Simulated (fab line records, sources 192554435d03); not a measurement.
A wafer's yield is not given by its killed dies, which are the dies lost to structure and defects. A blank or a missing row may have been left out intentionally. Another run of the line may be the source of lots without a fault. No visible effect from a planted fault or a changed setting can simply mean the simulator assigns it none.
Split-lot study + flow n5Finfet + on a route of 1938 steps: 7 lots, 21 wafers read

== THE SPLIT ITSELF ==
At N5_BEOL_M2_COAT_68 (time 60 s, resist thk 12 nm), the setting spinRpm was moved away from the recipe's 1500 rpm on 6 of the 21 wafers read, by -8.8% to +11.1%. This setting was run at the recipe's value on the other wafers.

== FROM THE SPLIT TO THE READING: what the file shows between them, 6 steps ==
- N5_BEOL_M2_COAT_76: time 60 s, resist thk 5 nm
- N5_BEOL_M2_COAT_22: resist thk 30 nm
- N5_BEOL_M2_DESCUM_33: chemistry O2, time 7 s
- N5_BEOL_M2_ETCH_77: etches underlayer in N2/H2, target depth 6.5 nm, time 5.2 s
- N5_BEOL_M2_ETCH_69: etches SiARC in CF4, target depth 15.6 nm, time 26 s
- N5_BEOL_M2_ALD_98: deposits SiO2, target thk 2.5 nm, pulse time 1 s, co reactant pulse time 1 s

== THE READING ==
CAR-EUV_of_BEOL_M2_COAT_22.thkNm (the simulator's own value, which no gauge read), in nm, at N5_BEOL_M2_ETCHBACK_99 (etches SiO2 in CHF3, target depth 5 nm, time 10.4 s). The file gives no usual value for it. The 15 wafers here that ran the recipe average 10.4 nm, standard deviation 0.068 nm.

| wafer  | tool, chamber at the split | spinRpm as run, rpm | against the recipe | CAR-EUV_of_BEOL_M2_COAT_22.thkNm, nm | against lot-mates on the recipe |
|--------|----------------------------|---------------------|--------------------|--------------------------------------|---------------------------------|
| L075.2 | lithoTrack-02, 0           | 1667                | +11.1%             | 11                                   | +0.6                            |
| L075.6 | lithoTrack-02, 0           | 1667                | +11.1%             | 11                                   | +0.6                            |
| L075.3 | lithoTrack-02, 0           | 1500                | recipe             | 10.4                                 | -                               |
| L074.2 | lithoTrack-03, 0           | 1500                | recipe             | 10.4                                 | -                               |
| L074.3 | lithoTrack-03, 0           | 1607                | +7.1%              | 10.6                                 | +0.1                            |
| L074.4 | lithoTrack-03, 0           | 1500                | recipe             | 10.6                                 | -                               |
| L077.1 | lithoTrack-03, 0           | 1368                | -8.8%              | 9.8                                  | -0.8                            |
| L077.5 | lithoTrack-03, 0           | 1368                | -8.8%              | 9.8                                  | -0.8                            |
| L077.6 | lithoTrack-03, 0           | 1500                | recipe             | 10.6                                 | -                               |
| L078.1 | lithoTrack-02, 0           | 1500                | recipe             | 10.4                                 | -                               |
| L078.3 | lithoTrack-02, 0           | 1500                | recipe             | 10.4                                 | -                               |
| L078.6 | lithoTrack-02, 0           | 1500                | recipe             | 10.4                                 | -                               |
| L088.2 | lithoTrack-02, 0           | 1500                | recipe             | 10.4                                 | -                               |
| L088.4 | lithoTrack-02, 0           | 1500                | recipe             | 10.4                                 | -                               |
| L088.5 | lithoTrack-02, 0           | 1500                | recipe             | 10.4                                 | -                               |
| L095.1 | lithoTrack-02, 0           | 1500                | recipe             | 10.4                                 | -                               |
| L095.3 | lithoTrack-02, 0           | 1500                | recipe             | 10.4                                 | -                               |
| L095.5 | lithoTrack-02, 0           | 1500                | recipe             | 10.4                                 | -                               |
| L096.1 | lithoTrack-01, 0           | 1500                | recipe             | 10.4                                 | -                               |
| L096.3 | lithoTrack-01, 0           | 1500                | recipe             | 10.4                                 | -                               |
| L096.5 | lithoTrack-01, 0           | 1639                | +9.3%              | 10.8                                 | +0.4                            |

THE FIT
A straight line over all 21 wafers: CAR-EUV_of_BEOL_M2_COAT_22.thkNm changes by +0.0541 nm for each +1% of spinRpm; r = +0.95; the points scatter about the line by 0.09 nm.
The same after taking each lot's own level away (the mean of its wafers on the recipe; 21 wafers): +0.0613 nm for each +1%; r = +0.94; scatter 0.11 nm.
Per that fit: largest spinRpm move, reading shift of 0.68 nm.
Across the lots, their own levels run from 10.40 to 10.60 nm, a range of 2.9 times the standard deviation given above.
So the slope is not independent of the lot-to-lot level: the two fits are not the same.
Check: with one of the wafers moved furthest among these (+11.1%) left out of the fit, the line predicts +0.634 nm for it against its lot-mates. It came out at +0.6 nm against them.

== OTHER SPLITS APPLIED TO THESE WAFERS ==
Other splits were also applied to these wafers ahead of the reading. Each is held against what the fit with the lots' levels taken away leaves over:
| other split on the same wafers  | wafers away from the commonest value | r with CAR-EUV_of_BEOL_M2_COAT_22.thkNm (lot level and that fit taken away) |
|---------------------------------|--------------------------------------|-----------------------------------------------------------------------------|
| N5_BEOL_M0_SAQP_DESCUM_45 timeS | 7                                    | -0.42                                                                       |
| N5_BEOL_M1_COAT_05 spinRpm      | 9                                    | -0.54                                                                       |
| N5_BEOL_M1_ETCH_64 timeS        | 10                                   | -0.25                                                                       |
| N5_BEOL_M2_COAT_67 spinRpm      | 7                                    | -0.25                                                                       |

== THE WHOLE CHAIN: every reading that the file lists as answering this split, in the file's order ==
| step                   | what it does                                         | reading                                                                           | change (the file's fit)                | r (the file's) |
|------------------------|------------------------------------------------------|-----------------------------------------------------------------------------------|----------------------------------------|----------------|
| N5_BEOL_M2_COAT_68     | time 60 s, resist thk 12 nm                          | SiARC_of_BEOL_M2_COAT_68.thkNm (the simulator's own value, which no gauge read)   | -0.0602 nm for each +1% of the setting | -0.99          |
| N5_BEOL_M2_ETCH_69     | etches SiARC in CF4, target depth 15.6 nm, time 26 s | etch.depthNm (the simulator's own value, which no gauge read)                     | -0.0568 nm for each +1% of the setting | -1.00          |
| N5_BEOL_M2_ETCH_69     | etches SiARC in CF4, target depth 15.6 nm, time 26 s | CAR-EUV_of_BEOL_M2_COAT_22.thkNm (the simulator's own value, which no gauge read) | +0.0473 nm for each +1% of the setting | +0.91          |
| N5_BEOL_M2_ETCHBACK_99 | etches SiO2 in CHF3, target depth 5 nm, time 10.4 s  | CAR-EUV_of_BEOL_M2_COAT_22.thkNm (the simulator's own value, which no gauge read) | +0.0536 nm for each +1% of the setting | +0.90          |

== FILE'S OWN FIT ==
CAR-EUV_of_BEOL_M2_COAT_22.thkNm changes by +0.0536 nm for each +1% of spinRpm, r = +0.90.
